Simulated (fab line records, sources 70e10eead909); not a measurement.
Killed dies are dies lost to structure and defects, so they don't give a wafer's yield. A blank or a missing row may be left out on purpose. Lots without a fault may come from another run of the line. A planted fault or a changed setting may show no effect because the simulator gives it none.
Problem report in the 8D (eight disciplines) form, filled by code | flow nand_harc | the parts of the form that need people (team, actions taken, sign-off) are left out

1. THE PROBLEM
run_length_s at NHARC_A_DECK1_JOINT_ETCHBACK_00 reads a mean of 33.2 s on 5 wafers of 3 lots; wafers without a fault read 38.7 s with a standard deviation of 0.48. That is -11 standard deviations from the usual mean.
The step: etches the open film in HBr, target depth 30 nm, time 17.4 s.
First seen on wafer L174.3, day 18 18:48, on rie_si-05. The record holds 36 wafers of 13 lots with a number at this step. Rule for "out", or "out of limits": more than 4 standard deviations from the usual mean. The other wafers with a number count as sound.

2. WHAT IT IS AND WHAT IT IS NOT
question                    | is                                     | is not
which readings at this step | run_length_s                           | chamber_pressure_mTorr, drypump_motor_current_A, oes_product_au, throttle_valve_pct
which lots                  | L174, L175, L178                       | L158, L159, L161, L165, L166, L167, L169, L170, L171, L172
which wafers of those lots  | L174.2, L174.3, L175.2, L175.3, L178.3 | L178.6
read on which tools         | rie_si-05                              | rie_si-01, rie_si-06
when                        | from day 18 18:48                      | up to then (30 sound wafers); but 1 sound wafer of L178 came after

3. SUSPECTS, AND WHAT RULES EACH OUT
Counting: a tool at a process step up to the reading stays a suspect if it ran every lot that is out. Sound lots after the first of them don't rule it out here, since some wafers of a struck lot are sound.
- rie_si-05 at NHARC_A_DECK1_JOINT_ETCHBACK_00 (etches the open film in HBr, target depth 30 nm, time 17.4 s): kept. It ran every lot that is out, first L174 (day 18 18:48); its last sound lot up to then is L172 (day 18 01:37). Its own readings are out on those wafers: run_length_s.
Left after counting: rie_si-05 at NHARC_A_DECK1_JOINT_ETCHBACK_00.

4. THE CAUSE (what the simulator had put in)
Process parameter drift: rie_si-05, from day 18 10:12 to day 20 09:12, at NHARC_A_DECK1_JOINT_ETCHBACK_00. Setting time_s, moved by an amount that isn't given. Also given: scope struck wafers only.
Counting left only this tool.

5. THE CHAIN OF EFFECTS, in route order
Each row: a reading whose mean over the struck wafers that have a number lies more than 3 standard deviations from the usual. Only readings for which the record gives a usual standard deviation are gone through. hours: the time from each lot's start at the first step in this table that gives one to its start at this step, as a median over the lots. sigmas: the change in usual standard deviations.
hours | step                            | reading      | usual  | on struck wafers | change | sigmas
0     | NHARC_A_DECK1_JOINT_ETCHBACK_00 | run_length_s | 38.7 s | 33.2             | -5.5   | -11
The process steps in it:
- NHARC_A_DECK1_JOINT_ETCHBACK_00: etches the open film in HBr, target depth 30 nm, time 17.4 s.
Later measuring or inspecting steps at which every struck wafer that the step has a row for has a number for every such reading, and none has moved that far: NHARC_A_ONON_D2_THK_MEAS_02, NHARC_END_SORT_01.

6. WHAT WOULD HAVE CAUGHT IT SOONER
In this record the first reading out of limits was taken at day 18 18:48, 9 hours after the fault began at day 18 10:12.
